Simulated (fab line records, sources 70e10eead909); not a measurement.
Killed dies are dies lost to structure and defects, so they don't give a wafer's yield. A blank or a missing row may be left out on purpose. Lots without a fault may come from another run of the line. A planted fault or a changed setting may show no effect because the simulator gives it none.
A struck lot beside a sound one | flow nand_harc | 13 steps out of a route of 1159
Sound: wafers L689.1, L689.3, L689.5. Struck: wafers L692.1, L692.4, L692.6. The cause comes at the end.
At each step with rows: each side's tool, then ch and its chambers, then its first start. Under that, the readings that differ: sound wafers | struck wafers | difference of the means | sigmas: that difference in standard deviations of wafers without a fault.
alike: readings whose means differ by less than 2 such deviations, and words and numbers that are the same on both sides. not compared: withheld readings, readings that some wafer has no value for, bounds like >300 that may hide the same value, and numbers for which the record gives no deviation and whose values overlap.
The two part at a step that has a row with sigmas, a row that says differs or no value, or rows on one side only. Numbers that don't overlap but have no deviation are shown without sigmas and don't part them. A reading that every wafer of one side lacks parts them only if that side has two wafers or more.

NHARC_A_CHANNEL_FILL_D1_ALD_25: deposits SiOx, target thk 60 nm, pulse time 10 s, ald cycles 600.
  sound on ald_hk-02 ch 0,1,2, day 12 01:29; struck on ald_hk-02 ch 1,2, day 12 11:22
  alike: heater_power_w, precursor_pulse_height_rel
NHARC_A_CHANNEL_FILL_D1_ETCHBACK_08: etches the open film in C4F8, target depth 220 nm, time 110 s.
  sound on rie_diel-09 ch 0,2; struck on rie_diel-12 ch 1,2
  alike: oes_product_au, rf_vpp_V
  not compared: rf_hours_counter_h
NHARC_A_CHANNEL_FILL_D1_STRIP_29: strips in O2, time 20 s.
  sound on rie_diel-09 ch 0,3; struck on rie_diel-12 ch 0,1,3
  alike: drypump_motor_current_A, oes_product_au, rf_vpp_V, showerhead_plenum_p_Torr, throttle_valve_pct
  not compared: rf_hours_counter_h
then, 3 steps without rows for these wafers: NHARC_A_CHANNEL_FILL_D1_PRECLEAN_30 (cleans in dHF, time 30 s); NHARC_A_CHANNEL_FILL_D1_SRD_31; NHARC_A_CHANNEL_FILL_D1_CVD_09 (deposits poly-Si, target thk 150 nm, time 3000 s).
NHARC_A_CHANNEL_FILL_D1_CMP_10: polishes, target thk 150 nm.
  sound on cmp-04 ch 0,1, day 12 11:35; struck on cmp-01 ch 0,1,3, day 12 22:11
  alike: motor_current_A, time_to_endpoint_s
then, 1 step without rows for these wafers: NHARC_A_CHANNEL_FILL_D1_SRD_12.
NHARC_A_CHANNEL_FILL_D1_RTA_24: time 5 s.
  sound on rtp_anneal-01 ch 0, day 12 12:07; struck on rtp_anneal-01 ch 0, day 12 22:38
  alike: lamp_power_pct, lamp_zone_3_pct, wafer_temp_C_max
NHARC_A_CHANNEL_FILL_D1_INSPECT_13:
  sound on defect_inspect-02, day 12 12:20; struck on defect_inspect-01, day 12 22:50
  alike: raw_defect_count
NHARC_A_STAIRCASE_DEP_156: deposits SiNx, target thk 50 nm.
  sound on pecvd-03 ch 0,1,2, day 12 12:26; struck on pecvd-04 ch 0,1,2, day 12 23:50
  alike: heater_power_w
then, 2 steps without rows for these wafers: NHARC_A_STAIRCASE_DEHYDRATE_158 (time 120 s); NHARC_END_SORT_01.

WHERE THEY PART
Nowhere in this record.

WHY: what the simulator had put in
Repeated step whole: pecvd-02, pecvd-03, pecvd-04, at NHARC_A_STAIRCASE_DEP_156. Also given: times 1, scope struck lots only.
